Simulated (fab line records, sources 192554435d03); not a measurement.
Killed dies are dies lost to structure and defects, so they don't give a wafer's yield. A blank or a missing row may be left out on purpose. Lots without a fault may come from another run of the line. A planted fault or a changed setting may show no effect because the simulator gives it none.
A struck lot beside a sound one | flow n5_finfet | 39 steps out of a route of 1938
Sound: wafers L421.1, L421.3, L421.5. Struck: wafers L417.1, L417.2, L417.4. The cause comes at the end.
At each step with rows: each side's tool, then ch and its chambers, then its first start. Under that, the readings that differ: sound wafers | struck wafers | difference of the means | sigmas: that difference in standard deviations of wafers without a fault.
alike: readings whose means differ by less than 2 such deviations, and words and numbers that are the same on both sides. not compared: withheld readings, readings that some wafer has no value for, bounds like >300 that may hide the same value, and numbers for which the record gives no deviation and whose values overlap.
The two part at a step that has a row with sigmas, a row that says differs or no value, or rows on one side only. Numbers that don't overlap but have no deviation are shown without sigmas and don't part them. A reading that every wafer of one side lacks parts them only if that side has two wafers or more.

first, 8 steps without rows for these wafers: N5_MOL_CONTACT_COAG_SRD_139 (time 30 s); N5_MOL_CONTACT_COAG_PRE_CLEAN_121; N5_MOL_CONTACT_COAG_CVD_140 (deposits W, target thk 66.5 nm, time 215 s); N5_MOL_CONTACT_COAG_PRECLEAN_127 (cleans in DIW, time 57.5 s); N5_MOL_CONTACT_COAG_SRD_128 (dry time 32 s); N5_MOL_CONTACT_COAG_CMP_52 (polishes, stops on SiO2, t overpolish 1.5 s, target thk 66.5 nm); N5_MOL_CONTACT_COAG_ANNEAL_112 (time 1800 s); N5_BEOL_M0_SAQP_PECVD_00 (deposits SiCN from 3MS/NH3, target thk 8 nm, time 14 s).
N5_BEOL_M0_SAQP_ILD_DEP_01: deposits SiOC from DEMS/O2, target thk 45.419 nm, time 8.7 s.
  sound on pecvd-02 ch 0,1,2, day 10 22:49; struck on pecvd-04 ch 0,1,2, day 10 03:17
  alike: heater_power_w, showerhead_plenum_p_Torr, susceptor_temp_C, throttle_valve_pct
then, 14 steps without rows for these wafers: N5_BEOL_M0_SAQP_HM_DEP_02 (deposits TiN, target thk 12 nm); N5_BEOL_M0_SAQP_PECVD_03 (deposits SiCN from 3MS/NH3, target thk 12 nm, time 21.1 s); N5_BEOL_M0_SAQP_PECVD_96 (deposits a-Si from SiH4/He, target thk 45 nm, time 45.2 s); N5_BEOL_M0_SAQP_PECVD_97 (deposits SiNx from SiH4/NH3/N2, target thk 23 nm, time 19.9 s); N5_BEOL_M0_SAQP_PECVD_04 (deposits a-Si from SiH4/He, target thk 60 nm, time 60.2 s); N5_BEOL_M0_SAQP_HM_DEP_111 (deposits SiO2 from SiH4/N2O, target thk 12 nm, time 7.2 s); N5_BEOL_M0_SAQP_COAT_81 (time 60 s, resist thk 100 nm); N5_BEOL_M0_SAQP_COAT_82 (time 60 s, resist thk 30 nm); N5_BEOL_M0_SAQP_COAT_08 (resist thk 90 nm); N5_BEOL_M0_SAQP_EBR_10; N5_BEOL_M0_SAQP_SOFTBAKE_09 (time 60 s); N5_BEOL_M0_SAQP_EXPOSE_11 (exposes mask M0 CORE, target cd 42 nm); N5_BEOL_M0_SAQP_PEB_12 (peb time 60 s); N5_BEOL_M0_SAQP_DEVELOP_13 (develop time 30 s).
N5_BEOL_M0_SAQP_INSPECT_16: inspects for defects (brightfield).
  sound on defect_inspect-01, day 10 23:44; struck on defect_inspect-01, day 10 04:43
  reading          | sound       | struck         | difference | sigmas
  raw_defect_count | 315 385 458 | 1651 1651 1770 | +1305      | +8
then, 11 steps without rows for these wafers: N5_BEOL_M0_SAQP_DESCUM_19 (chemistry O2, time 7.9 s); N5_BEOL_M0_SAQP_ETCH_83 (etches SiARC in CF4, target depth 39 nm, time 65 s); N5_BEOL_M0_SAQP_ETCH_84 (etches SOC in N2/H2, target depth 100 nm, overetch 20 nm, time 150 s); N5_BEOL_M0_SAQP_STRIP_80 (strips in N2/H2); N5_BEOL_M0_SAQP_HM_OPEN_112 (chemistry CHF3/O2, target SiO2, stops on a-Si, target depth 12 nm, time 13.5 s); N5_BEOL_M0_SAQP_STRIP_113 (strips in CHF3/O2); N5_BEOL_M0_SAQP_MANDREL_ETCH_20 (etches a-Si in HBr/Cl2, stops on SiNx, target depth 60 nm, bt time 10 s, time 30 s); N5_BEOL_M0_SAQP_STRIP_86 (strips in N2/H2); N5_BEOL_M0_SAQP_STRIP_115 (strips in post etch residue remover, time 60 s); N5_BEOL_M0_SAQP_SRD_93 (time 30 s); N5_BEOL_M0_SAQP_RECESS_114 (chemistry HF/NH3, target SiO2, target depth 14.4 nm, afs cycles 3, sublimation time 60 s).
N5_BEOL_M0_SAQP_INSPECT_42: inspects for defects (brightfield).
  sound on defect_inspect-01, day 11 03:49; struck on defect_inspect-02, day 10 08:55
  reading          | sound       | struck         | difference | sigmas
  raw_defect_count | 143 104 198 | 1379 1452 1465 | +1284      | +15
N5_BEOL_M0_CUTY_INSPECT_59: inspects for defects (macro).
  sound on defect_inspect-01, day 11 05:29; struck on defect_inspect-01, day 10 10:32
  reading          | sound | struck         | difference | sigmas
  raw_defect_count | 0 4 2 | >300 >300 >300 | differs    |
-- the record jumps here: 4 days lie between the struck wafers' starts before and after (it left off in module BEOL_M0_CUTY and takes up again in module BEOL_M4, whose first step shown is number 1111 of the route) --
N5_BEOL_M4_RC_MEAS_101:
  sound on prober-02 ch 0, day 14 01:37; struck on prober-02 ch 0, day 14 06:43
  alike: DIBL_N, DIBL_P, IOFF_N, IOFF_P, ION_N, ION_P, SS_N, SS_P, VT_N, VT_P
-- the record jumps here: 4 days lie between the struck wafers' starts before and after (it left off in module BEOL_M4 and takes up again in module PASSIVATION, whose first step shown is number 1936 of the route) --
N5_PASSIVATION_PROBE_49:
  the record has rows for the struck wafers here (prober-02, day 18 17:34) and none for the sound ones

WHERE THEY PART
First at N5_BEOL_M0_SAQP_INSPECT_16; last, within this record, at N5_PASSIVATION_PROBE_49.

WHY: what the simulator had put in
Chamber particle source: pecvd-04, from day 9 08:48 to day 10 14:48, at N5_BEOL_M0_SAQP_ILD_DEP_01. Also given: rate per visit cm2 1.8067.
